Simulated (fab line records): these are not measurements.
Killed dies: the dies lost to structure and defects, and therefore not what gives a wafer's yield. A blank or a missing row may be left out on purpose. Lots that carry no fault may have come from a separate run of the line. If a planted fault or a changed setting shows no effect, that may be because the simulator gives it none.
Matching of chambers | flow n5-finfet | N5_MOL_CONTACT_COAG_CO_FILL_22 on cvd-co-02: 3 sister chambers
The step material Co, precursor CCTBA/H2, target thk 20 nm. 18 wafers are shown with their chamber, then 9 later ones without.

== WAFERS PAIRED WITH THEIR CHAMBERS ==
wafer  | chamber | heater-power-w (W)
L076.4 | 2       | 230
L076.5 | 0       | 250
L076.6 | 1       | 294
L079.4 | 2       | 237
L079.5 | 0       | 256
L079.6 | 2       | 234
L081.2 | 2       | 229
L081.3 | 0       | 257
L081.5 | 2       | 237
L085.3 | 1       | 282
L085.4 | 1       | 286
L085.5 | 0       | 258
L087.3 | 0       | 255
L087.5 | 0       | 256
L087.6 | 1       | 280
L089.1 | 0       | 252
L089.3 | 1       | 288
L089.6 | 0       | 260

SIGNATURES, as means of the wafers listed above
reading        | chamber 0 | chamber 1 | chamber 2 | scatter within a chamber
heater-power-w | 255.50    | 286.00    | 233.40    | 4.08
Rule: a wafer's distance from a chamber is the root of the sum, over the readings, of the square of ((its reading less the chamber's mean) divided by the reading's scatter). The wafer belongs to the nearest chamber; if the next one is less than 2 further off, it can't be placed. The scatter: take each reading less its chamber's mean, square it, sum over the shown wafers, divide by the number of wafers less the number of chambers, and take the root.

== WAFERS MISSING THEIR CHAMBER ==
wafer  | heater-power-w (W)
L090.2 | 255
L090.3 | 233
L090.6 | 231
L093.1 | 226
L093.3 | 294
L093.6 | 281
L095.1 | 251
L095.2 | 235
L095.5 | 275

== CHAMBER TAKEN BY EACH ==
wafer  | from the rows above | in truth
L090.2 | 0                   | 0
L090.3 | 2                   | 2
L090.6 | 2                   | 2
L093.1 | 2                   | 2
L093.3 | 1                   | 1
L093.6 | 1                   | 1
L095.1 | 0                   | 0
L095.2 | 2                   | 2
L095.5 | 1                   | 1
Correct placement for 9 of the 9. From these rows, 0 cannot be placed. Number placed wrongly: 0.
